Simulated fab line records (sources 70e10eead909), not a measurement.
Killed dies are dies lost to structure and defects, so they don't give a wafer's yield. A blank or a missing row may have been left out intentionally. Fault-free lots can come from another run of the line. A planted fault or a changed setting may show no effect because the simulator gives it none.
A lot that was struck, set against a sound lot -- flow nand-harc -- 10 steps out of a route of 1302
Sound: wafers L247.3, L247.5, L247.6. Struck: wafer L256.4. The cause comes at the end.
Per side, at each step with rows, come the tool, then ch with its chambers, and then its first start. Under that, the readings that differ: sound wafers -- struck wafers -- difference of the means -- sigmas: that difference in standard deviations of wafers without a fault.
alike: readings with means less than 2 such deviations apart, plus words and numbers identical on both sides. not compared: withheld readings, readings lacking a value on some wafer, bounds such as >300 that could conceal the same value, and numbers that have no deviation in the record and whose values overlap.
A row with sigmas, a row that says differs or no value, or rows on one side alone: a step with any of these is where the two part. Numbers that don't overlap but have no deviation are shown without sigmas and don't part them. Lack of a reading on every wafer of one side parts them only where that side has two or more wafers.

NHARC_P_START_INSPECT_01:
  struck on defect-inspect-01, day 8 02:02; sound on defect-inspect-01, day 4 08:02
  alike: raw-defect-count
then, 7 steps without rows for these wafers: NHARC_P_ZERO_WELL_PRECLEAN_00 (cleans in SPM, time 600 s); NHARC_P_ZERO_WELL_SRD_01; NHARC_P_ZERO_WELL_PECVD_02 (deposits SiO2, target thk 10 nm); NHARC_P_ZERO_WELL_DEHYDRATE_03 (time 120 s); NHARC_P_ZERO_WELL_HMDS_04 (time 30 s); NHARC_P_ZERO_WELL_COAT_64 (time 65 s); NHARC_P_ZERO_WELL_COAT_05 (resist thk 600 nm).
NHARC_P_ZERO_WELL_SOFTBAKE_06: time 70 s.
  sound on litho-track-03 ch 0, day 4 08:00; struck on litho-track-03 ch 0, day 8 02:00
reading,sound,struck,difference,sigmas
heater-power-total-W (W),199.8 202.6 201.7,207.3,+5.9,+5
next, for these wafers, 1 step has no rows: NHARC_P_ZERO_WELL_EBR_07.

WHERE THEY PART
NHARC_P_ZERO_WELL_SOFTBAKE_06 only, going by this record.

WHY: whatever the simulator had introduced
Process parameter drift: litho-track-03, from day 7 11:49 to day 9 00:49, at NHARC_P_ZERO_WELL_SOFTBAKE_06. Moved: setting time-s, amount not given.
